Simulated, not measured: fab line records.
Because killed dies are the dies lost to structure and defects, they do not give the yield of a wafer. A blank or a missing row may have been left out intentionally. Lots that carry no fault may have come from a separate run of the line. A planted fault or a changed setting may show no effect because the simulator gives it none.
The same fault as seen by 2 desks -- flow nand harc -- only its own numbers are on each desk; what lay behind them is given at the end

THE TOOL OWNER'S DESK: wet bench-07
The tool's own readings at NHARC_A_CHANNEL_FILL_D2_PRECLEAN_00 (cleans in SC1): means of the sampled wafers that have a number, for each lot that ran on this tool. Any lot whose mean is over 4 standard deviations away from the usual mean is out of limits and marked OUT; that distance is given in the brackets.
Columns: A = bath guard temp C at NHARC_A_CHANNEL_FILL_D2_PRECLEAN_00, usual 50.0 C; B = sc1 h2o2 end mol l at NHARC_A_CHANNEL_FILL_D2_PRECLEAN_00, usual 0.3699; C = temp c at NHARC_A_CHANNEL_FILL_D2_PRECLEAN_00, usual 50.00 C
lot,first seen here,A,B,C
L929,day 18 07:04,49.6,0.3697,49.91
L931,day 19 19:41,50.1,0.3694,49.98
Finding of this desk: none of the 2 lots has anything out of limits.

THE DEFECT DESK
For each lot, the counts of the inspections along the route, averaged over the sampled wafers that have a number. Any lot whose mean is over 4 standard deviations away from the usual mean is out of limits and marked OUT; that distance is given in the brackets.
Columns: A = raw defect count at NHARC_A_CHANNEL_HOLE_D2_INSPECT_12, usual 33
lot,first seen here,A
L917,day 13 20:07,46
L923,day 15 19:06,47
L925,day 16 20:37,53
L926,day 17 12:27,5
L929,day 17 20:31,54
L932,day 19 12:13,50
L931,day 19 12:22,53
L933,day 20 07:42,18
L934,day 20 18:58,19
L938,day 22 10:19,21
L940,day 22 10:41,27
L939,day 22 15:07,27
Finding of this desk: none of the 12 lots has anything out of limits.

ALL TOGETHER
Nothing out of limits was seen by the tool owner's desk.
Nothing out of limits was seen by the defect desk.

WHAT THE SIMULATOR HAD PUT IN
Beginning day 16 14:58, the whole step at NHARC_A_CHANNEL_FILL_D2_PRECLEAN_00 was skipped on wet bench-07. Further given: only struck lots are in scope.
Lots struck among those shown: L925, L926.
